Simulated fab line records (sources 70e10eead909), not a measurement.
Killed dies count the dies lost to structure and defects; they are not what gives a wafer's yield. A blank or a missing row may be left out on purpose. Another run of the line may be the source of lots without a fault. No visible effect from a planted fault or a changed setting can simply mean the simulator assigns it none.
Comparing a struck lot with a sound one | flow nand harc | 21 steps out of a route of 1159
Sound: these wafers, L406.1, L406.2, L406.3. The struck wafers were L411.3, L411.4, L411.6. The cause is given at the end.
Order at every step that has rows: each side's tool, ch and its chambers, its first start. Under that, the readings that differ: sound wafers | struck wafers | difference of the means | sigmas: that difference in standard deviations of wafers without a fault.
alike: words and numbers the same on both sides, and readings whose means are apart by under 2 such deviations; not compared: readings that were withheld, readings missing a value for some wafer, numbers with overlapping values and no deviation given by the record, and bounds like >300 which may hide the same value.
The two part at a step that has a row with sigmas, a row that says differs or no value, or rows on one side only. Numbers that don't overlap but have no deviation are shown without sigmas and don't part them. Lack of a reading on every wafer of one side parts them only where that side has two or more wafers.

NHARC_P_CONTACT_CMP_24: polishes, t overpolish 30 s, target thk 200 nm.
  sound on cmp-02 ch 0,1,3, day 7 05:21; struck on cmp-03 ch 0,2,3, day 8 11:59
  alike: motor current A, overpolish run s, time to endpoint s
next, for these wafers, 1 step has no rows: NHARC_P_CONTACT_SRD_26.
NHARC_P_CONTACT_INSPECT_27:
  sound on defect inspect-02, day 7 05:46; struck on defect inspect-01, day 8 12:22
  alike: raw defect count
then, 8 steps without rows for these wafers: NHARC_P_M0_DEP_00 (deposits SiOC, target thk 150 nm); NHARC_P_M0_DEHYDRATE_01 (time 120 s); NHARC_P_M0_HMDS_02 (time 30 s); NHARC_P_M0_COAT_33 (time 65 s); NHARC_P_M0_COAT_03 (resist thk 90 nm); NHARC_P_M0_SOFTBAKE_04 (time 55 s); NHARC_P_M0_EBR_05; NHARC_P_M0_EXPOSE_06 (exposes mask P M0, target cd 90 nm).
NHARC_P_M0_PEB_07: peb time 65 s.
  sound on litho track-04 ch 0, day 7 06:27; struck on litho track-04 ch 0, day 8 13:11
  reading                  | sound             | struck            | difference | sigmas
  heater power total W (W) | 157.1 156.6 156.8 | 152.5 152.2 152.0 | -4.6       | -11
  plate temp C (C)         | 99.66 99.67 99.75 | 98.19 98.19 98.01 | -1.56      | -12
then, 1 step without rows for these wafers: NHARC_P_M0_DEVELOP_08 (develop time 35 s).
NHARC_P_M0_CD_MEAS_09: target cd 90 nm.
  sound on cd sem-03 ch 0, day 7 06:32; struck on cd sem-02 ch 0, day 8 13:17
  reading    | sound          | struck         | difference | sigmas
  cd nm (nm) | 90.2 89.5 89.6 | 81.7 82.8 82.9 | -7.3       | -12
NHARC_P_M0_OVL_MEAS_10: pitch 180 nm.
  sound on overlay-02, day 7 06:37; struck on overlay-02, day 8 13:22
  alike: overlay x nm, overlay y nm
NHARC_P_M0_INSPECT_11:
  sound on defect inspect-02, day 7 06:40; struck on defect inspect-02, day 8 13:24
  alike: raw defect count
NHARC_P_M0_DESCUM_14: chemistry O2, time 3 s.
  sound on rie diel-08 ch 1,2,3, day 7 06:43; struck on rie diel-03 ch 0,1, day 8 13:28
  reading               | sound            | struck           | difference | sigmas
  model.P_M0.cd nm (nm) | 90.8 89.91 89.83 | 82.5 83.09 82.67 | -7.4       |
  alike: chamber pressure mTorr, drypump motor current A, oes product au, rf vpp V, showerhead plenum p Torr, throttle valve pct
  not compared: rf hours counter h
NHARC_P_M0_ETCH_34: etches the open film in N2/H2, target depth 40 nm, overetch 12 nm, time 43.94 s.
  sound on rie diel-08 ch 1,2,3, day 7 06:49; struck on rie diel-03 ch 0,1, day 8 13:32
  alike: chamber pressure mTorr, drypump motor current A, oes product au, rf vpp V, showerhead plenum p Torr, throttle valve pct
  not compared: rf hours counter h
NHARC_P_M0_ETCH_15: etches the open film in C4F8/Ar, target depth 150 nm, overetch 15 nm, time 82.5 s.
  sound on rie diel-08 ch 1,2,3; struck on rie diel-03 ch 1,3
  reading               | sound             | struck            | difference | sigmas
  model.P_M0.cd nm (nm) | 91.01 90.38 89.65 | 82.38 82.88 82.41 | -7.79      |
  alike: chamber pressure mTorr, oes product au, rf vpp V
  not compared: rf hours counter h
NHARC_P_M0_CD_MEAS_16:
  sound on cd sem-02, day 7 07:04; struck on cd sem-01, day 8 13:46
  reading    | sound          | struck         | difference | sigmas
  cd nm (nm) | 91.2 90.4 89.6 | 82.1 82.9 82.2 | -8.0       | -10
-- record jumps: 14 days between struck wafers' starts before vs after; left off in module P_M0, resumes in module END, first step shown is number 1159 of the route --
NHARC_END_SORT_01:
  at this point the record logs the struck wafers (prober-02 ch 0, day 22 14:41) and has no rows for the sound ones

## WHERE THEY PART
Earliest at NHARC_P_M0_PEB_07; latest, in this record, at NHARC_END_SORT_01.

WHY: the cause the simulator had injected
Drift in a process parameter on litho track-04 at NHARC_P_M0_PEB_07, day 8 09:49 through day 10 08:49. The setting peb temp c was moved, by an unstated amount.
